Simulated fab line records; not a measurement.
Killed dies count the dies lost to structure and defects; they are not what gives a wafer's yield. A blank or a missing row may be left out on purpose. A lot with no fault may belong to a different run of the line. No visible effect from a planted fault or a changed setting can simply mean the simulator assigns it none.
The tool behind it: which one? -- flow n5_finfet -- Sampling: 12 lots, 36 wafers, 3 of 1938 route steps

== WHAT THE GAUGES READ, wafer by wafer ==
N5_BEOL_M9_INSPECT_58: inspects for defects (darkfield).
lot,measured,on,raw_defect_count
L076,day 11 16:20,defect_inspect-02,38 87 77
L079,day 11 19:14,defect_inspect-02,99 90 61
L082,day 12 01:58,defect_inspect-02,53 47 62
L080,day 12 05:38,defect_inspect-02,95 42 61
L083,day 13 13:20,defect_inspect-02,64 54 88
L085,day 13 14:55,defect_inspect-01,107 101 122
L089,day 14 14:22,defect_inspect-01,75 115 128
L087,day 14 16:16,defect_inspect-02,72 131 52
L091,day 15 06:13,defect_inspect-02,58 62 73
L093,day 15 14:23,defect_inspect-02,102 74 82
L095,day 16 01:20,defect_inspect-01,84 73 124
L097,day 16 15:02,defect_inspect-02,102 96 106

== WHAT TOOL EACH LOT RAN ON (gives the tool, then ch and the chambers of the sampled wafers, and finally the start) ==
lot,N5_BEOL_M8_STRIP_80,N5_BEOL_M9_PRE_CLEAN_45
L076,"rie_diel-06 ch 0,2, day 11 13:00 or earlier","pvd_sputter-03, day 11 13:00"
L079,"rie_diel-06 ch 1,2, day 11 17:32 or earlier","pvd_sputter-03, day 11 17:32"
L082,"rie_diel-01 ch 1,2, day 11 21:47 or earlier","pvd_sputter-02, day 11 21:47"
L080,"rie_diel-06 ch 0,2, day 12 04:01 or earlier","pvd_sputter-01, day 12 04:01"
L083,"rie_diel-06 ch 0,3, day 13 11:41 or earlier","pvd_sputter-03, day 13 11:41"
L085,"rie_diel-06 ch 0,2,3, day 13 12:34 or earlier","pvd_sputter-03, day 13 12:34"
L089,"rie_diel-03 ch 0,2,3, day 14 11:17 or earlier","pvd_sputter-02, day 14 11:17"
L087,"rie_diel-03 ch 2,3, day 14 14:39 or earlier","pvd_sputter-01, day 14 14:39"
L091,"rie_diel-06 ch 0,1,2, day 15 03:47 or earlier","pvd_sputter-03, day 15 03:47"
L093,"rie_diel-03 ch 2,3, day 15 12:12 or earlier","pvd_sputter-03, day 15 12:12"
L095,"rie_diel-03 ch 0,2,3, day 15 23:48 or earlier","pvd_sputter-02, day 15 23:48"
L097,"rie_diel-01 ch 1,2, day 16 13:28 or earlier","pvd_sputter-02, day 16 13:28"
- N5_BEOL_M8_STRIP_80: strips in N2/H2, time 10 s.
- N5_BEOL_M9_PRE_CLEAN_45: time 30 s.

== THE ANSWER, worked out from the rows above alone ==
Rule: what is usual is taken from the lots themselves. The widest of any qualifying gaps counts: lots, ordered by their means at a reading, are off when they make up no more than a third of the lots, leave a main group of 4 or more, and stand apart from it by 3 or more times the standard deviation of that group's means. The tables above print the reading to a certain number of digits; a main group whose means all agree to those digits is not used. A lot without any number at a reading at which 4 lots or more have one is off too. All remaining lots with rows at the step are treated as sound.
Across all readings shown, no lot is off: no conclusion can be drawn from this.

== WHAT THE SIMULATOR PUT IN ==
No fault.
